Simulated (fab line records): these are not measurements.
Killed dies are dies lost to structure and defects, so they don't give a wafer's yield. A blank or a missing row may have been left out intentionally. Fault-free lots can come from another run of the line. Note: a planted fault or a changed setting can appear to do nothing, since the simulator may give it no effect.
Struck lot and sound lot, side by side -- flow nand-harc -- 13 steps out of a route of 1302
Sound: wafers L264.3, L264.4, L264.5. The struck wafers were L278.2, L278.4, L278.6. Last of all comes the cause.
Order at every step that has rows: each side's tool, ch and its chambers, its first start. Under that, the readings that differ: sound wafers -- struck wafers -- difference of the means -- sigmas: that difference in standard deviations of wafers without a fault.
alike: words and numbers the same on both sides, and readings whose means are apart by under 2 such deviations; not compared: readings that were withheld, readings missing a value for some wafer, numbers with overlapping values and no deviation given by the record, and bounds like >300 which may hide the same value.
A row with sigmas, a row that says differs or no value, or rows on one side alone: a step with any of these is where the two part. When numbers do not overlap yet have no deviation, they are printed without sigmas and do not part them. Lack of a reading on every wafer of one side parts them only where that side has two or more wafers.

first, 1 step without rows for these wafers: NHARC_A_STAIRCASE_TRIM_191 (chemistry O2, time 211.2 s).
NHARC_A_STAIRCASE_ETCH_192: etches the open film in C4F8/O2, target depth 100 nm, time 40.5 s.
  sound: rie-diel-04 ch 0,2; struck: rie-diel-04 ch 0,1,3
  alike: chamber-pressure-mTorr, oes-product-au, rf-vpp-V
  not compared: rf-hours-counter-h
then, 3 steps without rows for these wafers: NHARC_A_STAIRCASE_TRIM_193 (chemistry O2, time 211.2 s); NHARC_A_STAIRCASE_ETCH_194 (etches the open film in C4F8/O2, target depth 100 nm, time 40.5 s); NHARC_A_STAIRCASE_TRIM_196 (chemistry O2, time 211.2 s).
NHARC_A_STAIRCASE_ETCH_197: etches the open film in C4F8/O2, target depth 100 nm, time 40.5 s.
  sound: rie-diel-04 ch 0,2; struck: rie-diel-04 ch 0,1,3
  alike: chamber-pressure-mTorr, oes-product-au, rf-vpp-V
  not compared: rf-hours-counter-h
NHARC_A_STAIRCASE_TRIM_198: chemistry O2, time 211.2 s.
  sound: rie-diel-04 ch 0,1,3; struck: rie-diel-04 ch 0,1
  alike: chamber-pressure-mTorr, drypump-motor-current-A, oes-product-au, rf-vpp-V, showerhead-plenum-p-Torr, throttle-valve-pct
  not compared: rf-hours-counter-h
NHARC_A_STAIRCASE_ETCH_199: etches the open film in C4F8/O2, target depth 100 nm, time 40.5 s.
  sound: rie-diel-04 ch 0,3; struck: rie-diel-04 ch 0,1,3
  alike: chamber-pressure-mTorr, oes-product-au, rf-vpp-V
  not compared: rf-hours-counter-h
then, 2 steps without rows for these wafers: NHARC_A_STAIRCASE_TRIM_200 (chemistry O2, time 211.2 s); NHARC_A_STAIRCASE_ETCH_201 (etches the open film in C4F8/O2, target depth 100 nm, time 40.5 s).
NHARC_A_STAIRCASE_TRIM_202: chemistry O2, time 211.2 s.
  sound: rie-diel-04 ch 0,2,3; struck: rie-diel-04 ch 0,2
  alike: chamber-pressure-mTorr, drypump-motor-current-A, oes-product-au, rf-vpp-V, showerhead-plenum-p-Torr, throttle-valve-pct
  not compared: rf-hours-counter-h
NHARC_A_STAIRCASE_ETCH_203: etches the open film in C4F8/O2, target depth 100 nm, time 40.5 s.
  sound on rie-diel-04 ch 1,2, day 18 02:44; struck on rie-diel-04 ch 0,1,3, day 23 17:19
reading,sound,struck,difference,sigmas
oes-product-au (a.u.),0.953 0.928 0.951,1.191 1.218 1.179,+0.252,+17
  alike: chamber-pressure-mTorr, rf-vpp-V
  not compared: rf-hours-counter-h
-- jump in the record: it breaks off in module A_STAIRCASE and resumes in module END (first step shown: number 1302 of the route), and 9 days separate the struck wafers' starts before and after --
NHARC_END_SORT_01:
  here the record holds rows for the struck wafers (prober-01 ch 0, day 32 06:06) but none for the sound ones

## WHERE THEY PART
At NHARC_A_STAIRCASE_ETCH_203 first; at NHARC_END_SORT_01 last (within this record only).

WHY: what had been put in by the simulator
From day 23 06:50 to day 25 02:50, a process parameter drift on rie-diel-04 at NHARC_A_STAIRCASE_ETCH_203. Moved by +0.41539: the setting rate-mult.
